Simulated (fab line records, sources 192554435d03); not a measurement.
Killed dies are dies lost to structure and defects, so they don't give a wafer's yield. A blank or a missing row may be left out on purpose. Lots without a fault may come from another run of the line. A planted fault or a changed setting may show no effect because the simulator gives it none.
Which tool did it? | flow n5_finfet | 24 lots, 72 wafers sampled, at 6 steps of a route of 1938

WHAT THE GAUGES READ, wafer by wafer
N5_DUMMY_GATE_INSPECT_17: inspects for defects (brightfield).
lot  | measured    | on                | raw_defect_count
L074 | day 2 21:53 | defect_inspect-01 | 140 137 99
L075 | day 3 05:17 | defect_inspect-01 | 275 171 185
L076 | day 3 13:04 | defect_inspect-01 | 181 232 169
L077 | day 3 15:49 | defect_inspect-02 | 199 104 110
L078 | day 3 23:42 | defect_inspect-02 | 141 260 272
L079 | day 4 04:19 | defect_inspect-02 | 230 202 233
L080 | day 4 09:07 | defect_inspect-01 | 218 171 197
L081 | day 4 18:46 | defect_inspect-02 | 245 233 210
L082 | day 5 00:25 | defect_inspect-02 | 212 198 212
L083 | day 5 04:08 | defect_inspect-01 | 170 172 157
L084 | day 5 11:38 | defect_inspect-02 | 154 159 119
L085 | day 5 16:59 | defect_inspect-01 | 112 182 199
L086 | day 6 00:11 | defect_inspect-01 | 148 166 135
L087 | day 6 03:57 | defect_inspect-02 | 191 252 224
L088 | day 6 11:03 | defect_inspect-02 | 296 203 184
L089 | day 6 16:44 | defect_inspect-01 | 159 103 127
L090 | day 6 21:26 | defect_inspect-02 | 200 178 218
L091 | day 7 04:29 | defect_inspect-02 | 165 144 94
L092 | day 7 09:58 | defect_inspect-02 | 219 309 233
L093 | day 7 15:13 | defect_inspect-02 | 149 215 145
L094 | day 8 02:34 | defect_inspect-02 | 138 186 176
L095 | day 8 06:20 | defect_inspect-02 | 191 205 228
L096 | day 8 09:55 | defect_inspect-02 | 242 394 264
L097 | day 8 17:01 | defect_inspect-02 | 296 247 258

N5_SD_EPI_N_EPI_MEAS_23.
lot  | measured    | on            | thk_nm (nm)
L074 | day 3 04:19 | film_metro-02 | 58.4 58.1 58.0
L075 | day 3 11:05 | film_metro-02 | 57.2 57.9 59.5
L076 | day 3 19:02 | film_metro-02 | 54.3 59.2 58.0
L077 | day 3 23:01 | film_metro-01 | 59.4 56.5 57.8
L078 | day 4 06:04 | film_metro-01 | 59.6 60.4 58.9
L079 | day 4 11:01 | film_metro-02 | 60.4 60.4 60.1
L080 | day 4 15:27 | film_metro-01 | 59.4 56.8 57.7
L081 | day 5 00:32 | film_metro-02 | 56.7 56.9 59.2
L082 | day 5 07:14 | film_metro-02 | 57.2 58.4 56.2
L083 | day 5 10:07 | film_metro-02 | 59.6 57.6 57.0
L084 | day 5 17:39 | film_metro-02 | 59.6 57.6 57.8
L085 | day 6 00:20 | film_metro-01 | 57.1 61.1 57.6
L086 | day 6 06:06 | film_metro-01 | 58.3 59.4 60.4
L087 | day 6 10:06 | film_metro-02 | 58.6 60.5 59.3
L088 | day 6 16:43 | film_metro-02 | 57.3 58.5 57.7
L089 | day 7 00:53 | film_metro-02 | 57.2 57.5 56.8
L090 | day 7 03:10 | film_metro-02 | 57.0 58.8 58.6
L091 | day 7 10:40 | film_metro-01 | 59.9 59.4 59.0
L092 | day 7 15:46 | film_metro-01 | 61.2 60.1 58.9
L093 | day 7 20:56 | film_metro-01 | 60.2 59.0 60.3
L094 | day 8 08:12 | film_metro-01 | 58.8 59.4 62.3
L095 | day 8 13:59 | film_metro-01 | 59.7 58.6 58.7
L096 | day 8 17:01 | film_metro-01 | 56.9 55.4 58.4
L097 | day 8 22:35 | film_metro-01 | 59.4 57.8 58.0

WHICH TOOL RAN EACH LOT (tool, then ch and the chambers of the sampled wafers, then the start)
lot  | N5_FIN_CUT_CUT_ETCH_28          | N5_STI_FIN_REVEAL_DENSIFY_30    | N5_DUMMY_GATE_STRIP_41            | N5_DUMMY_GATE_ETCH_32
L074 | rie_si-04 ch 1,2,3, day 2 03:45 | rtp_anneal-01 ch 0, day 2 09:43 | rie_diel-02 ch 1,2,3, day 2 22:25 | rie_si-05 ch 0,1,2, day 2 22:37
L075 | rie_si-04 ch 0,1,2, day 2 10:14 | rtp_anneal-02 ch 0, day 2 17:14 | rie_diel-03 ch 1,2, day 3 05:54   | rie_si-04 ch 0,1, day 3 06:06
L076 | rie_si-05 ch 1,2,3, day 2 16:47 | rtp_anneal-02 ch 0, day 2 23:14 | rie_diel-03 ch 1,2,3, day 3 13:34 | rie_si-04 ch 1,2,3, day 3 13:46
L077 | rie_si-05 ch 1,2, day 2 22:07   | rtp_anneal-01 ch 0, day 3 03:50 | rie_diel-03 ch 1,2,3, day 3 16:20 | rie_si-05 ch 2,3, day 3 16:32
L078 | rie_si-04 ch 1,2, day 3 03:53   | rtp_anneal-01 ch 0, day 3 09:34 | rie_diel-02 ch 1,3, day 4 00:42   | rie_si-05 ch 0,1,2, day 4 00:54
L079 | rie_si-05 ch 1,2,3, day 3 09:36 | rtp_anneal-02 ch 0, day 3 15:35 | rie_diel-02 ch 0,1,3, day 4 04:49 | rie_si-01 ch 0,1,2, day 4 05:01
L080 | rie_si-05 ch 1,2,3, day 3 15:18 | rtp_anneal-01 ch 0, day 3 21:11 | rie_diel-04 ch 0,2,3, day 4 09:50 | rie_si-01 ch 0,1,3, day 4 10:02
L081 | rie_si-04 ch 0,1,2, day 3 23:44 | rtp_anneal-02 ch 0, day 4 05:34 | rie_diel-02 ch 1,2, day 4 19:16   | rie_si-04 ch 0,2,3, day 4 19:28
L082 | rie_si-04 ch 0,1,2, day 4 04:56 | rtp_anneal-02 ch 0, day 4 10:37 | rie_diel-02 ch 1,2, day 5 01:09   | rie_si-05 ch 0,1,3, day 5 01:21
L083 | rie_si-04 ch 1,3, day 4 09:47   | rtp_anneal-01 ch 0, day 4 15:50 | rie_diel-04 ch 1,2, day 5 04:44   | rie_si-04 ch 0,1,2, day 5 04:56
L084 | rie_si-05 ch 0,3, day 4 16:15   | rtp_anneal-01 ch 0, day 4 22:53 | rie_diel-03 ch 0,1,2, day 5 12:08 | rie_si-01 ch 1,2,3, day 5 12:20
L085 | rie_si-05 ch 1,3, day 4 21:37   | rtp_anneal-01 ch 0, day 5 04:32 | rie_diel-03 ch 0,1, day 5 18:14   | rie_si-01 ch 2,3, day 5 18:26
L086 | rie_si-05 ch 2,3, day 5 05:52   | rtp_anneal-01 ch 0, day 5 11:47 | rie_diel-02 ch 0,3, day 6 00:54   | rie_si-05 ch 0,1,2, day 6 01:06
L087 | rie_si-05 ch 0,1,2, day 5 10:05 | rtp_anneal-01 ch 0, day 5 15:59 | rie_diel-04 ch 1,2, day 6 04:37   | rie_si-01 ch 0,2, day 6 04:50
L088 | rie_si-05 ch 1,2, day 5 17:16   | rtp_anneal-02 ch 0, day 5 23:13 | rie_diel-02 ch 0,2,3, day 6 11:34 | rie_si-01 ch 0,1,3, day 6 11:46
L089 | rie_si-04 ch 0,1,3, day 5 22:33 | rtp_anneal-01 ch 0, day 6 04:22 | rie_diel-04 ch 0,1,3, day 6 17:56 | rie_si-05 ch 0,1,2, day 6 18:08
L090 | rie_si-01 ch 0,2,3, day 6 03:47 | rtp_anneal-01 ch 0, day 6 09:29 | rie_diel-04 ch 0,1,3, day 6 21:56 | rie_si-05 ch 0,2,3, day 6 22:08
L091 | rie_si-04 ch 1,2, day 6 10:46   | rtp_anneal-01 ch 0, day 6 16:43 | rie_diel-04 ch 0,2,3, day 7 04:59 | rie_si-01 ch 0,1,3, day 7 05:11
L092 | rie_si-05 ch 0,3, day 6 16:17   | rtp_anneal-02 ch 0, day 6 22:04 | rie_diel-03 ch 0,2,3, day 7 10:30 | rie_si-05 ch 0,1,3, day 7 10:43
L093 | rie_si-05 ch 0,1,2, day 6 21:22 | rtp_anneal-02 ch 0, day 7 03:07 | rie_diel-04 ch 0,1,3, day 7 15:53 | rie_si-01 ch 0,3, day 7 16:05
L094 | rie_si-04 ch 2,3, day 7 03:48   | rtp_anneal-02 ch 0, day 7 10:46 | rie_diel-02 ch 2,3, day 8 03:07   | rie_si-01 ch 1,3, day 8 03:20
L095 | rie_si-04 ch 0,1,3, day 7 09:48 | rtp_anneal-01 ch 0, day 7 16:30 | rie_diel-02 ch 0,2,3, day 8 06:50 | rie_si-04 ch 1,2, day 8 07:02
L096 | rie_si-04 ch 0,3, day 7 15:52   | rtp_anneal-02 ch 0, day 7 21:44 | rie_diel-04 ch 1,2,3, day 8 10:40 | rie_si-01 ch 1,2, day 8 10:52
L097 | rie_si-05 ch 1,2, day 7 22:02   | rtp_anneal-01 ch 0, day 8 04:06 | rie_diel-02 ch 0,1,2, day 8 17:31 | rie_si-05 ch 1,2, day 8 17:44
- N5_FIN_CUT_CUT_ETCH_28: etches Si in HBr/Cl2/O2, target depth 6 nm, time 2.4 s.
- N5_STI_FIN_REVEAL_DENSIFY_30
- N5_DUMMY_GATE_STRIP_41: strips in O2.
- N5_DUMMY_GATE_ETCH_32: etches SiO2 in CF4, target depth 3.5 nm, time 3.9 s.

WHAT THE TOOLS THEMSELVES READ (means of the sampled wafers that have a number; where no wafer has one, the mark that the record gives instead)
N5_FIN_CUT_CUT_ETCH_28.
lot  | tool      | drypump_motor_current_A (A) | oes_product_au (a.u.) | throttle_valve_pct (%)
L074 | rie_si-04 | 5.9                         | 0.999                 | 37.32
L075 | rie_si-04 | 5.4                         | 0.998                 | 37.17
L076 | rie_si-05 | 5.6                         | 0.996                 | 37.22
L077 | rie_si-05 | 5.8                         | 0.986                 | 37.10
L078 | rie_si-04 | 5.4                         | 1.001                 | 37.36
L079 | rie_si-05 | 5.6                         | 1.003                 | 37.23
L080 | rie_si-05 | 5.6                         | 1.001                 | 37.22
L081 | rie_si-04 | 5.4                         | 0.995                 | 37.18
L082 | rie_si-04 | 5.4                         | 0.998                 | 37.18
L083 | rie_si-04 | 6.5                         | 0.995                 | 37.21
L084 | rie_si-05 | 5.3                         | 0.998                 | 37.22
L085 | rie_si-05 | 5.8                         | 1.003                 | 37.29
L086 | rie_si-05 | 5.4                         | 1.004                 | 37.15
L087 | rie_si-05 | 5.6                         | 0.984                 | 37.07
L088 | rie_si-05 | 5.8                         | 0.981                 | 37.10
L089 | rie_si-04 | 5.9                         | 0.993                 | 37.13
L090 | rie_si-01 | 5.9                         | 0.988                 | 36.95
L091 | rie_si-04 | 5.4                         | 1.005                 | 37.35
L092 | rie_si-05 | 5.4                         | 1.014                 | 37.38
L093 | rie_si-05 | 5.6                         | 0.981                 | 37.06
L094 | rie_si-04 | 5.2                         | 1.007                 | 37.43
L095 | rie_si-04 | 5.8                         | 0.991                 | 37.14
L096 | rie_si-04 | 5.6                         | 0.992                 | 37.21
L097 | rie_si-05 | 5.8                         | 0.976                 | 37.11

N5_STI_FIN_REVEAL_DENSIFY_30.
lot  | tool          | lamp_power_pct (%) | lamp_zone_3_pct (%)
L074 | rtp_anneal-01 | 11.55              | 11.522
L075 | rtp_anneal-02 | 11.53              | 11.520
L076 | rtp_anneal-02 | 11.54              | 11.510
L077 | rtp_anneal-01 | 11.52              | 11.514
L078 | rtp_anneal-01 | 11.55              | 11.547
L079 | rtp_anneal-02 | 11.53              | 11.544
L080 | rtp_anneal-01 | 11.55              | 11.525
L081 | rtp_anneal-02 | 11.55              | 11.514
L082 | rtp_anneal-02 | 11.55              | 11.527
L083 | rtp_anneal-01 | 11.48              | 11.541
L084 | rtp_anneal-01 | 11.55              | 11.518
L085 | rtp_anneal-01 | 11.54              | 11.538
L086 | rtp_anneal-01 | 11.56              | 11.546
L087 | rtp_anneal-01 | 11.54              | 11.529
L088 | rtp_anneal-02 | 11.54              | 11.533
L089 | rtp_anneal-01 | 11.56              | 11.536
L090 | rtp_anneal-01 | 11.58              | 11.521
L091 | rtp_anneal-01 | 11.49              | 11.527
L092 | rtp_anneal-02 | 11.47              | 11.522
L093 | rtp_anneal-02 | 11.49              | 11.538
L094 | rtp_anneal-02 | 11.55              | 11.524
L095 | rtp_anneal-01 | 11.59              | 11.517
L096 | rtp_anneal-02 | 11.52              | 11.534
L097 | rtp_anneal-01 | 11.51              | 11.536

N5_DUMMY_GATE_STRIP_41.
lot  | tool        | drypump_motor_current_A (A) | oes_product_au (a.u.) | rf_vpp_V (V) | showerhead_plenum_p_Torr (Torr) | throttle_valve_pct (%)
L074 | rie_diel-02 | 6.1                         | 0.71                  | 3.7          | 2.09                            | 16.81
L075 | rie_diel-03 | 5.4                         | 0.70                  | 3.9          | 2.13                            | 16.95
L076 | rie_diel-03 | 5.5                         | 0.70                  | 3.5          | 2.13                            | 16.91
L077 | rie_diel-03 | 5.5                         | 0.70                  | 3.6          | 2.13                            | 16.92
L078 | rie_diel-02 | 5.8                         | 0.71                  | 3.9          | 2.03                            | 16.85
L079 | rie_diel-02 | 6.1                         | 0.73                  | 3.7          | 2.06                            | 16.71
L080 | rie_diel-04 | 5.8                         | 0.80                  | 3.4          | 2.08                            | 16.59
L081 | rie_diel-02 | 6.4                         | 0.81                  | 4.0          | 2.12                            | 16.52
L082 | rie_diel-02 | 6.3                         | 0.88                  | 3.9          | 2.15                            | 16.50
L083 | rie_diel-04 | 5.6                         | 0.79                  | 3.1          | 2.06                            | 16.66
L084 | rie_diel-03 | 5.4                         | 0.70                  | 3.8          | 2.08                            | 16.98
L085 | rie_diel-03 | 5.3                         | 0.70                  | 3.7          | 2.10                            | 16.96
L086 | rie_diel-02 | 6.0                         | 0.81                  | 3.6          | 2.14                            | 16.60
L087 | rie_diel-04 | 5.6                         | 0.79                  | 4.0          | 2.06                            | 16.67
L088 | rie_diel-02 | 6.0                         | 0.86                  | 3.3          | 2.17                            | 16.55
L089 | rie_diel-04 | 5.6                         | 0.82                  | 3.8          | 2.06                            | 16.65
L090 | rie_diel-04 | 5.6                         | 0.82                  | 3.3          | 2.06                            | 16.66
L091 | rie_diel-04 | 5.9                         | 0.78                  | 3.7          | 2.08                            | 16.62
L092 | rie_diel-03 | 5.6                         | 0.71                  | 2.8          | 2.08                            | 16.96
L093 | rie_diel-04 | 5.7                         | 0.81                  | 3.5          | 2.06                            | 16.66
L094 | rie_diel-02 | 6.1                         | 0.87                  | 3.4          | 2.19                            | 16.52
L095 | rie_diel-02 | 6.1                         | 0.83                  | 3.9          | 2.16                            | 16.57
L096 | rie_diel-04 | 5.8                         | 0.81                  | 4.1          | 2.06                            | 16.63
L097 | rie_diel-02 | 6.4                         | 0.77                  | 3.3          | 2.11                            | 16.61

N5_DUMMY_GATE_ETCH_32.
lot  | tool      | drypump_motor_current_A (A) | oes_product_au (a.u.) | throttle_valve_pct (%)
L074 | rie_si-05 | 5.6                         | 0.968                 | 21.67
L075 | rie_si-04 | 6.1                         | 1.003                 | 21.98
L076 | rie_si-04 | 5.8                         | 1.012                 | 22.03
L077 | rie_si-05 | 5.4                         | 0.999                 | 21.70
L078 | rie_si-05 | 5.6                         | 0.972                 | 21.66
L079 | rie_si-01 | 5.9                         | 0.994                 | 21.77
L080 | rie_si-01 | 6.0                         | 0.993                 | 21.74
L081 | rie_si-04 | 5.2                         | 1.007                 | 21.96
L082 | rie_si-05 | 5.6                         | 0.994                 | 21.84
L083 | rie_si-04 | 5.4                         | 1.004                 | 21.96
L084 | rie_si-01 | 6.0                         | 0.994                 | 21.77
L085 | rie_si-01 | 6.0                         | 0.996                 | 21.70
L086 | rie_si-05 | 5.6                         | 0.967                 | 21.66
L087 | rie_si-01 | 5.8                         | 0.988                 | 21.69
L088 | rie_si-01 | 6.0                         | 0.992                 | 21.73
L089 | rie_si-05 | 5.6                         | 0.962                 | 21.66
L090 | rie_si-05 | 5.4                         | 1.003                 | 21.75
L091 | rie_si-01 | 6.0                         | 0.996                 | 21.74
L092 | rie_si-05 | 5.6                         | 0.988                 | 21.85
L093 | rie_si-01 | 5.8                         | 0.982                 | 21.64
L094 | rie_si-01 | 6.1                         | 0.994                 | 21.74
L095 | rie_si-04 | 5.4                         | 1.015                 | 21.99
L096 | rie_si-01 | 6.0                         | 0.990                 | 21.79
L097 | rie_si-05 | 5.8                         | 0.977                 | 21.69

THE ANSWER, worked out from the rows above alone
Rule: what is usual is taken from the lots themselves. Put in order of their means at a reading, lots are off if they are a third of the lots or fewer, leave a main group of 4 or more, and stand apart from it by a gap of 3 or more times the standard deviation of the main group's means; of several such gaps the widest counts. A main group whose means are all the same, to the digits that the tables above print for the reading, isn't used. A lot without any number at a reading at which 4 lots or more have one is off too. The other lots that the step has rows for count as sound. The gauges are gone through in route order, then the tools' own readings, and for those a lot's mean is taken as printed above. The first step at which some lot is off is used, and at that step the reading that is off furthest; a lot without a number counts as furthest.
No lot is off at any reading shown: from this, nothing can be told.

WHAT THE SIMULATOR HAD PUT IN
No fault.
